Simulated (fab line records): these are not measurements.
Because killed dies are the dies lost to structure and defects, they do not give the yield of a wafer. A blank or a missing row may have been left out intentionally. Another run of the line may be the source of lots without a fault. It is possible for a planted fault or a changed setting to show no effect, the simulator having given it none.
What tool caused it?	flow n5-finfet	Sampling: 11 lots, 33 wafers, 5 of 1938 route steps

WHAT THE GAUGES SHOWED, per wafer
N5_BEOL_M5_INSPECT_58: inspects for defects (darkfield).
lot	measured	on	raw-defect-count
L111	day 8 16:56	defect-inspect-01	57 49 56
L112	day 9 13:02	defect-inspect-01	66 114 64
L113	day 10 07:05	defect-inspect-02	65 85 109
L114	day 10 10:24	defect-inspect-02	49 50 72
L117	day 11 10:32	defect-inspect-01	59 50 37
L125	day 13 02:22	defect-inspect-02	127 48 80
L131	day 14 11:04	defect-inspect-02	73 52 76
L127	day 14 18:29	defect-inspect-01	66 56 47
L130	day 14 17:56	defect-inspect-02	43 58 60
L133	day 15 02:59	defect-inspect-01	45 59 66
L134	day 15 20:07	defect-inspect-01	89 48 61

WHAT TOOL EACH LOT RAN ON (gives the tool, then ch and the chambers of the sampled wafers, and finally the start)
lot	N5_BEOL_M5_PECVD_70	N5_BEOL_M5_CMP_52	N5_BEOL_M5_PRE_CLEAN_77	N5_BEOL_M5_CO_CAP_78
L111	pecvd-03 ch 1,2, day 8 05:19	cmp-04 ch 0,2,3, day 8 16:16	cvd-co-01 ch 0,2, day 8 16:41	cvd-co-01 ch 0,2, day 8 16:44
L112	pecvd-03 ch 0,1, day 9 01:51	cmp-04 ch 2,3, day 9 12:26	cvd-co-01 ch 0,1,2, day 9 12:46	cvd-co-01 ch 0,1,2, day 9 12:48
L113	pecvd-03 ch 0,1, day 9 20:07	cmp-04 ch 0,1,3, day 10 06:29	cvd-co-02 ch 1,2, day 10 06:49	cvd-co-02 ch 1,2, day 10 06:51
L114	pecvd-03 ch 1,2, day 9 23:34	cmp-04 ch 2,3, day 10 09:49	cvd-co-02 ch 0,1,2, day 10 10:09	cvd-co-02 ch 0,1,2, day 10 10:11
L117	pecvd-03 ch 0,2, day 10 22:22	cmp-02 ch 0,2, day 11 09:56	cvd-co-02 ch 0,1, day 11 10:16	cvd-co-02 ch 0,1, day 11 10:18
L125	pecvd-04 ch 0,1,2, day 12 14:56	cmp-03 ch 0,1,3, day 13 01:50	cvd-co-01 ch 0,2, day 13 02:07	cvd-co-01 ch 0,2, day 13 02:10
L131	pecvd-03 ch 0,2, day 13 23:00	cmp-04 ch 0,1,2, day 14 10:29	cvd-co-02 ch 0,2, day 14 10:49	cvd-co-02 ch 0,2, day 14 10:51
L127	pecvd-02 ch 0,2, day 14 04:46	cmp-04 ch 2,3, day 14 17:53	cvd-co-01 ch 0,1,2, day 14 18:14	cvd-co-01 ch 0,1,2, day 14 18:16
L130	pecvd-03 ch 1,2, day 14 05:19	cmp-04 ch 1,2,3, day 14 17:23	cvd-co-02 ch 0,2, day 14 17:41	cvd-co-02 ch 0,2, day 14 17:43
L133	pecvd-03 ch 0,1,2, day 14 13:53	cmp-04 ch 0,2,3, day 15 02:20	cvd-co-01 ch 0,2, day 15 02:40	cvd-co-01 ch 0,2, day 15 02:44
L134	pecvd-04 ch 0,2, day 15 07:41	cmp-04 ch 0,2,3, day 15 19:34	cvd-co-01 ch 0,1, day 15 19:50	cvd-co-01 ch 0,1, day 15 19:52
- N5_BEOL_M5_PECVD_70: deposits SiO2 from TEOS/O2, target thk 16 nm, time 18 s.
- N5_BEOL_M5_CMP_52: polishes, stops on SiCOH lowk, t overpolish 6.9 s, target thk 62 nm.
- N5_BEOL_M5_PRE_CLEAN_77: time 15 s.
- N5_BEOL_M5_CO_CAP_78: material Co, precursor CCTBA/H2, target thk 2 nm, time 102.1 s.

WHAT THE TOOLS THEMSELVES READ (means of the sampled wafers that have a number; where no wafer has one, the mark that the record gives instead)
N5_BEOL_M5_PECVD_70.
lot	tool	chamber-pressure-Torr (Torr)	heater-power-w (W)	showerhead-plenum-p-Torr (Torr)	throttle-valve-pct (%)
L111	pecvd-03	5.500	790	8.80	21.2
L112	pecvd-03	5.509	723	8.81	23.8
L113	pecvd-03	5.508	626	8.76	23.8
L114	pecvd-03	5.489	769	8.73	22.5
L117	pecvd-03	5.506	738	8.86	21.2
L125	pecvd-04	5.495	663	8.75	22.5
L131	pecvd-03	5.498	755	8.86	22.7
L127	pecvd-02	5.501	742	8.81	22.2
L130	pecvd-03	5.492	668	8.74	22.7
L133	pecvd-03	5.507	753	8.80	22.6
L134	pecvd-04	5.509	662	8.76	22.2

N5_BEOL_M5_CMP_52.
lot	tool	barrier-field-endpoint-s (s)	motor-current-A (A)	pad-life-wafers
L111	cmp-04	24.7	5.2	938
L112	cmp-04	24.0	4.9	1140
L113	cmp-04	24.2	5.2	1345
L114	cmp-04	26.5	5.4	1362
L117	cmp-02	26.0	6.5	1711
L125	cmp-03	24.7	6.1	1466
L131	cmp-04	24.2	5.6	20
L127	cmp-04	23.9	5.3	72
L130	cmp-04	24.0	5.4	68
L133	cmp-04	24.3	5.2	151
L134	cmp-04	23.7	5.2	272

N5_BEOL_M5_PRE_CLEAN_77.
lot	tool	heater-power-w (W)
L111	cvd-co-01	74
L112	cvd-co-01	87
L113	cvd-co-02	80
L114	cvd-co-02	77
L117	cvd-co-02	75
L125	cvd-co-01	74
L131	cvd-co-02	74
L127	cvd-co-01	88
L130	cvd-co-02	75
L133	cvd-co-01	72
L134	cvd-co-01	94

N5_BEOL_M5_CO_CAP_78.
lot	tool	chamber-pressure-Torr (Torr)	heater-power-w (W)
L111	cvd-co-01	29.90	224
L112	cvd-co-01	29.95	238
L113	cvd-co-02	30.02	228
L114	cvd-co-02	29.98	226
L117	cvd-co-02	29.98	226
L125	cvd-co-01	29.99	227
L131	cvd-co-02	30.05	223
L127	cvd-co-01	29.93	235
L130	cvd-co-02	30.02	225
L133	cvd-co-01	29.96	221
L134	cvd-co-01	29.98	252

THE ANSWER, worked out from the rows above alone
Rule: the lots themselves supply what counts as usual. Put in order of their means at a reading, lots are off if they are a third of the lots or fewer, leave a main group of 4 or more, and stand apart from it by a gap of 3 or more times the standard deviation of the main group's means; of several such gaps the widest counts. A main group whose means are all the same, to the digits that the tables above print for the reading, isn't used. Also off: a lot with no number at a reading for which 4 or more lots have one. The other lots that the step has rows for count as sound. After the gauges, taken in route order, come the tools' own readings; for these a lot's mean is taken, as printed above. The first step at which some lot is off is used, and at that step the reading that is off furthest; a lot without a number counts as furthest.
Off, at N5_BEOL_M5_CMP_52 on barrier-field-endpoint-s: L114, L117. The main group: mean 24.2 s, standard deviation 0.32.
A tool fits if, at that step or a process step before it, it ran every lot that is off, and no sound lot after the first of them. Not one of the candidates tried fits.

WHAT WAS PUT IN BY THE SIMULATOR
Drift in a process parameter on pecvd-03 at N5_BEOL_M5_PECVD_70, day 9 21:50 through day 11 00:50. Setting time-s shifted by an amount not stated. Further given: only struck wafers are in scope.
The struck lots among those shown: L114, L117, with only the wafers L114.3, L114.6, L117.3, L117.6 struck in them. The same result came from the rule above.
